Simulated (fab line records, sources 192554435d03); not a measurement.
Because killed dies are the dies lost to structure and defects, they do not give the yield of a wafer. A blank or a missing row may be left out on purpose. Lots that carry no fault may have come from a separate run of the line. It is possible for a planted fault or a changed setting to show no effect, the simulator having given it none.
Chamber matching + flow n5Finfet + N5_BEOL_M1_CO_CAP_55 on cvdCo-02: 3 sister chambers
The step material Co, precursor CCTBA/H2, target thk 2 nm, time 102.1 s. 6 wafers are shown with their chamber, then 12 later ones without.

== WAFERS PAIRED WITH THEIR CHAMBERS ==
| wafer  | chamber | heaterPowerW (W) |
|--------|---------|------------------|
| L084.2 | 0       | 210              |
| L085.2 | 0       | 216              |
| L085.3 | 1       | 238              |
| L088.1 | 2       | 250              |
| L088.4 | 1       | 237              |
| L088.5 | 2       | 252              |

== WAFERS WITHOUT THEIR CHAMBER ==
| wafer  | heaterPowerW (W) |
|--------|------------------|
| L089.1 | 256              |
| L089.2 | 216              |
| L089.6 | 251              |
| L091.2 | 241              |
| L091.3 | 212              |
| L091.6 | 219              |
| L093.1 | 214              |
| L093.2 | 251              |
| L093.5 | 216              |
| L094.1 | 248              |
| L094.2 | 235              |
| L094.4 | 214              |

== EACH ONE'S CHAMBER ==
| wafer  | from the rows above | in truth |
|--------|---------------------|----------|
| L089.1 | 2                   | 2        |
| L089.2 | 0                   | 0        |
| L089.6 | 2                   | 2        |
| L091.2 | 1                   | 1        |
| L091.3 | 0                   | 0        |
| L091.6 | 0                   | 0        |
| L093.1 | 0                   | 0        |
| L093.2 | 2                   | 2        |
| L093.5 | 0                   | 0        |
| L094.1 | 2                   | 2        |
| L094.2 | 1                   | 1        |
| L094.4 | 0                   | 0        |
Correct placement for 12 of the 12. Not placeable from these rows: 0. 0 placed wrongly.
How it was worked out, from the rows above alone: a wafer's distance from a chamber is the root of the sum, over the readings, of the square of ((its reading less the chamber's mean) divided by the reading's scatter). The wafer belongs to the nearest chamber; if the next one is less than 2 further off, it can't be placed. Each chamber's mean is taken over the wafers shown for it. The scatter: take each reading less its chamber's mean, square it, sum over the shown wafers, divide by the number of wafers less the number of chambers, and take the root.
